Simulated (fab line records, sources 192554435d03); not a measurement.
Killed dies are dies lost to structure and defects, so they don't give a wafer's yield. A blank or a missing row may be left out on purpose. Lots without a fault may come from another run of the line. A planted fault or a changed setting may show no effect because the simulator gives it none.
Split-lot experiment | flow n5_finfet | 7 lots, 21 wafers read, on a route of 1938 steps

THE SPLIT
At N5_BEOL_M11_ETCH_66 (etches SOC in N2/H2, target depth 120 nm, overetch 24 nm, time 180 s), the setting time_s was moved away from the recipe's 180 s on 8 of the 21 wafers read, by -13.9% to +8.9%. The other wafers ran this setting at the recipe's value.

The reading is taken at the split's own step.

THE READING
SiARC_of_BEOL_M11_COAT_64.thk_nm (the simulator's own value, which no gauge read), in nm, at N5_BEOL_M11_ETCH_66 (etches SOC in N2/H2, target depth 120 nm, overetch 24 nm, time 180 s). The file gives no usual value for it. The 13 wafers here that ran the recipe average 22.6 nm, standard deviation 0.26 nm.

wafer  | tool, chamber at the split | time_s as run, s | against the recipe | SiARC_of_BEOL_M11_COAT_64.thk_nm, nm | against lot-mates on the recipe
L078.1 | rie_diel-01, 3             | 190.8            | +6.0%              | 22                                   | -0.4
L078.4 | rie_diel-01, 0             | 190.8            | +6.0%              | 22.6                                 | +0.2
L078.6 | rie_diel-01, 3             | 180              | recipe             | 22.4                                 | -
L079.2 | rie_diel-01, 3             | 155              | -13.9%             | 23.6                                 | +1.2
L079.3 | rie_diel-01, 0             | 155              | -13.9%             | 23.8                                 | +1.4
L079.5 | rie_diel-01, 3             | 180              | recipe             | 22.4                                 | -
L089.2 | rie_diel-06, 3             | 195.9            | +8.8%              | 21.8                                 | -1.2
L089.4 | rie_diel-06, 2,1           | 180              | recipe             | 23                                   | -
L089.5 | rie_diel-06, 2,1           | 180              | recipe             | 23                                   | -
L092.2 | rie_diel-05, 1             | 166.5            | -7.5%              | 22.8                                 | +0.4
L092.3 | rie_diel-05, 0,1           | 180              | recipe             | 22.4                                 | -
L092.5 | rie_diel-05, 0,1           | 180              | recipe             | 22.4                                 | -
L091.1 | rie_diel-01, 2             | 180              | recipe             | 22.6                                 | -
L091.3 | rie_diel-01, 1,2           | 196              | +8.9%              | 21.8                                 | -0.8
L091.4 | rie_diel-01, 1,2           | 196              | +8.9%              | 21.8                                 | -0.8
L093.3 | rie_diel-01, 1,2           | 180              | recipe             | 22.6                                 | -
L093.5 | rie_diel-01, 1,2           | 180              | recipe             | 22.6                                 | -
L093.6 | rie_diel-01, 0             | 180              | recipe             | 23.2                                 | -
L097.2 | rie_diel-05, 2,0           | 180              | recipe             | 22.6                                 | -
L097.4 | rie_diel-05, 2,0           | 180              | recipe             | 22.6                                 | -
L097.3 | rie_diel-05, 1             | 180              | recipe             | 22.4                                 | -
Where a row lists several chambers, the file gives one row for several wafers and doesn't say which wafer went through which chamber.

THE FIT
A straight line over all 21 wafers: SiARC_of_BEOL_M11_COAT_64.thk_nm changes by -0.0759 nm for each +1% of time_s; r = -0.88; the points scatter about the line by 0.26 nm.
The same after taking each lot's own level away (the mean of its wafers on the recipe; 21 wafers): -0.0869 nm for each +1%; r = -0.92; scatter 0.24 nm.
On that fit, the largest move of time_s shifts the reading by 1.2 nm.
The lots' own levels span 22.40 to 23.00 nm, that is 2.3 times the standard deviation above.
So the lot-to-lot level changes the slope: the two fits differ.
Check: with one of the wafers moved furthest among these (-13.9%) left out of the fit, the line predicts +1.23 nm for it against its lot-mates. It came out at +1.2 nm against them.

OTHER SPLITS ON THESE WAFERS
These wafers also went through other splits before the reading. Each is held against what the fit with the lots' levels taken away leaves over:
other split on the same wafers | wafers away from the commonest value | r with SiARC_of_BEOL_M11_COAT_64.thk_nm (lot level and that fit taken away)
N5_BEOL_M11_PECVD_70 time_s    | 5                                    | +0.29

THE FILE'S OWN FIT
SiARC_of_BEOL_M11_COAT_64.thk_nm changes by -0.089 nm for each +1% of time_s, r = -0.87.
